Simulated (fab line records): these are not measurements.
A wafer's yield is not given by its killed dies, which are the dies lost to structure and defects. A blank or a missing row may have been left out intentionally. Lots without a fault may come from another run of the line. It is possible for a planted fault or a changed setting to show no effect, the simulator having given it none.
Lot-split experiment ; flow n5-finfet ; 7 lots, 39 wafers read, on a route of 1938 steps

## ON THE SPLIT
At N5_BEOL_M5_CVD_47 (deposits Co from CCTBA/H2, target thk 3 nm, time 216 s), the setting target-thk-a was moved away from the recipe's 30 angstrom on 15 of the 39 wafers read, by -29.4% to +46.3%. All remaining wafers had this setting at the recipe value.

The reading is taken at the split's own step.

## THE READING
Co_of_BEOL_M5_CVD_47.thk-nm (the simulator's own value, which no gauge read), in nm, at N5_BEOL_M5_CVD_47 (deposits Co from CCTBA/H2, target thk 3 nm, time 216 s). No usual value for it is given in the file. Average 3.0 nm, standard deviation 0.1 nm, over the 24 wafers here run with the recipe.

wafer;tool, chamber at the split;target-thk-a as run, angstrom;against the recipe;Co_of_BEOL_M5_CVD_47.thk-nm, nm;against lot-mates on the recipe
L080.1;cvd-co-01, 1;30;recipe;2.8;-
L080.2;cvd-co-01, 2,0;30;recipe;3;-
L080.4;cvd-co-01, 2,0;30;recipe;3;-
L080.3;cvd-co-01, 0,2,1;21.19;-29.4%;2;-0.9
L080.5;cvd-co-01, 0,2,1;21.19;-29.4%;2;-0.9
L080.6;cvd-co-01, 0,2,1;21.19;-29.4%;2;-0.9
L079.1;cvd-co-01, 2,1,2;41.33;+37.8%;4.2;+1.1
L079.2;cvd-co-01, 2,1,2;41.33;+37.8%;4.2;+1.1
L079.5;cvd-co-01, 2,1,2;41.33;+37.8%;4.2;+1.1
L079.3;cvd-co-01, 0;30;recipe;3.2;-
L079.4;cvd-co-01, 0;30;recipe;3.2;-
L079.6;cvd-co-01, 1;30;recipe;3;-
L081.1;cvd-co-01, 1,0,0;30;recipe;3;-
L081.3;cvd-co-01, 1,0,0;30;recipe;3;-
L081.5;cvd-co-01, 1,0,0;30;recipe;3;-
L081.2;cvd-co-01, 2,2,1;43.88;+46.3%;4.4;+1.4
L081.4;cvd-co-01, 2,2,1;43.88;+46.3%;4.4;+1.4
L081.6;cvd-co-01, 2,2,1;43.88;+46.3%;4.4;+1.4
L083.1;cvd-co-01, 1,2,1,0;30;recipe;3;-
L083.2;cvd-co-01, 1,2,1,0;30;recipe;3;-
L083.5;cvd-co-01, 1,2,1,0;30;recipe;3;-
L083.6;cvd-co-01, 1,2,1,0;30;recipe;3;-
L083.3;cvd-co-01, 0,2;30;recipe;3.2;-
L083.4;cvd-co-01, 0,2;30;recipe;3.2;-
L093.1;cvd-co-02, 2,0,2;30;recipe;3;-
L093.3;cvd-co-02, 2,0,2;30;recipe;3;-
L093.6;cvd-co-02, 2,0,2;30;recipe;3;-
L093.2;cvd-co-02, 1,0,1;38.65;+28.8%;3.8;+0.8
L093.4;cvd-co-02, 1,0,1;38.65;+28.8%;3.8;+0.8
L093.5;cvd-co-02, 1,0,1;38.65;+28.8%;3.8;+0.8
L094.1;cvd-co-02, 2,0;23.87;-20.4%;2.4;-0.7
L094.2;cvd-co-02, 2,0;23.87;-20.4%;2.4;-0.7
L094.3;cvd-co-02, 2;30;recipe;3;-
L094.6;cvd-co-02, 2;30;recipe;3;-
L094.4;cvd-co-02, 0;30;recipe;3.2;-
L094.5;cvd-co-02, 0;23.87;-20.4%;2.2;-0.9
L096.1;cvd-co-01, 1;30;recipe;3.2;-
L096.3;cvd-co-01, 2;30;recipe;3;-
L096.4;cvd-co-01, 2;30;recipe;3;-
Rows listing several chambers each stand for several wafers; the file does not say which wafer went through which chamber.

FIT RESULTS
A straight line over all 39 wafers: Co_of_BEOL_M5_CVD_47.thk-nm changes by +0.0309 nm for each +1% of target-thk-a; r = +0.99; the points scatter about the line by 0.099 nm.
The same after taking each lot's own level away (the mean of its wafers on the recipe; 39 wafers): +0.0303 nm for each +1%; r = +0.99; scatter 0.081 nm.
On that fit, the largest move of target-thk-a shifts the reading by 1.4 nm.
The lots' own levels span 2.93 to 3.13 nm, that is 2.0 times the standard deviation above.
Hence the lot-to-lot level has little effect on the slope; both slopes agree.
Check: +1.37 nm against its lot-mates is what the line predicts for one of the wafers moved furthest among these (+46.3%) when that wafer is left out of the fit. Against them it came out at +1.4 nm.

## FURTHER SPLITS ON THESE WAFERS
Note: prior to the reading, these wafers also went through further splits. Each is held against what the fit with the lots' levels taken away leaves over:
other split on the same wafers;wafers away from the commonest value;r with Co_of_BEOL_M5_CVD_47.thk-nm (lot level and that fit taken away)
N5_ZERO_LAYER_PECVD_02 time-s;18;+0.17
N5_FIN_SAQP_HM_DEP_72 time-s;9;+0.15
N5_SPACER0_ALD_00 ald-cycles;15;+0.02
N5_HKMG_FIN_HK_ALD_01 ald-cycles;18;+0.12
N5_GATE_CUT_ALD_22 ald-cycles;12;-0.08
N5_BEOL_M1_PECVD_72 time-s;9;+0.26
N5_BEOL_M4_ILD_DEP_00 time-s;15;+0.07

## FILE'S OWN FIT
Co_of_BEOL_M5_CVD_47.thk-nm changes by +0.03 nm for each +1% of target-thk-a, r = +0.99.
